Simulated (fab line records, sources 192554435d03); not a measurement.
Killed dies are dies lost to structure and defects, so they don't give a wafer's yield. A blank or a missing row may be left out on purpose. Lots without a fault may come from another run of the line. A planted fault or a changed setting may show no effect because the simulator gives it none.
Chamber matching | flow n5_finfet | N5_FIN_SAQP_MANDREL2_REMOVE_60 on rie_si-04: 4 sister chambers
The step chemistry HBr/Cl2/O2, target a-Si, stops on SiNx, bt time 10 s. 14 wafers are shown with their chamber, then 7 later ones without.

WAFERS WITH THEIR CHAMBER
wafer  | chamber | drypump_motor_current_A (A) | throttle_valve_pct (%) | oes_product_au (a.u.)
L075.3 | 1       | 4.6                         | 37.4                   | 0.977
L075.5 | 0       | 5.2                         | 36.5                   | 1.009
L075.6 | 1       | 4.6                         | 37.4                   | 0.979
L076.1 | 1       | 4.6                         | 37.3                   | 0.971
L076.2 | 3       | 6.1                         | 36.2                   | 0.991
L076.5 | 2       | 5.9                         | 36.2                   | 0.987
L077.3 | 0       | 5.2                         | 36.5                   | 1.003
L077.4 | 3       | 6.1                         | 36.2                   | 0.989
L077.6 | 1       | 4.6                         | 37.4                   | 0.990
L079.4 | 3       | 6.0                         | 36.2                   | 0.989
L079.5 | 0       | 5.2                         | 36.5                   | 1.013
L079.6 | 3       | 6.1                         | 36.2                   | 0.980
L080.2 | 0       | 5.2                         | 36.5                   | 1.023
L080.3 | 1       | 4.6                         | 37.3                   | 0.979

SIGNATURES (means of the wafers above)
reading                 | chamber 0 | chamber 1 | chamber 2 | chamber 3 | scatter within a chamber
drypump_motor_current_A | 5.200     | 4.600     | 5.900     | 6.075     | 0.0274
throttle_valve_pct      | 36.500    | 37.360    | 36.200    | 36.200    | 0.0346
oes_product_au          | 1.01200   | 0.97920   | 0.98700   | 0.98725   | 0.00688
Rule: a wafer's distance from a chamber is the root of the sum, over the readings, of the square of ((its reading less the chamber's mean) divided by the reading's scatter). The wafer belongs to the nearest chamber; if the next one is less than 2 further off, it can't be placed. The scatter: the root of (the sum of the squares of (reading less its chamber's mean) over the shown wafers, divided by (wafers less chambers)).

WAFERS WITHOUT THEIR CHAMBER
wafer  | drypump_motor_current_A (A) | throttle_valve_pct (%) | oes_product_au (a.u.)
L080.4 | 6.1                         | 36.2                   | 0.988
L096.2 | 6.1                         | 36.2                   | 0.983
L096.3 | 5.3                         | 36.5                   | 1.011
L096.6 | 6.0                         | 36.2                   | 0.987
L097.2 | 5.2                         | 36.5                   | 1.022
L097.4 | 5.8                         | 36.1                   | 0.988
L097.6 | 4.6                         | 37.3                   | 0.968

WHICH CHAMBER EACH WENT THROUGH
wafer  | from the rows above     | in truth
L080.4 | 3                       | 3
L096.2 | 3                       | 3
L096.3 | 0                       | 0
L096.6 | can't be placed: 3 or 2 | 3
L097.2 | 0                       | 0
L097.4 | 2                       | 2
L097.6 | 1                       | 1
Placed correctly: 6 of 7. Can't be placed from these rows: 1 (the true chamber is among the candidates in 1). Placed wrongly: 0.
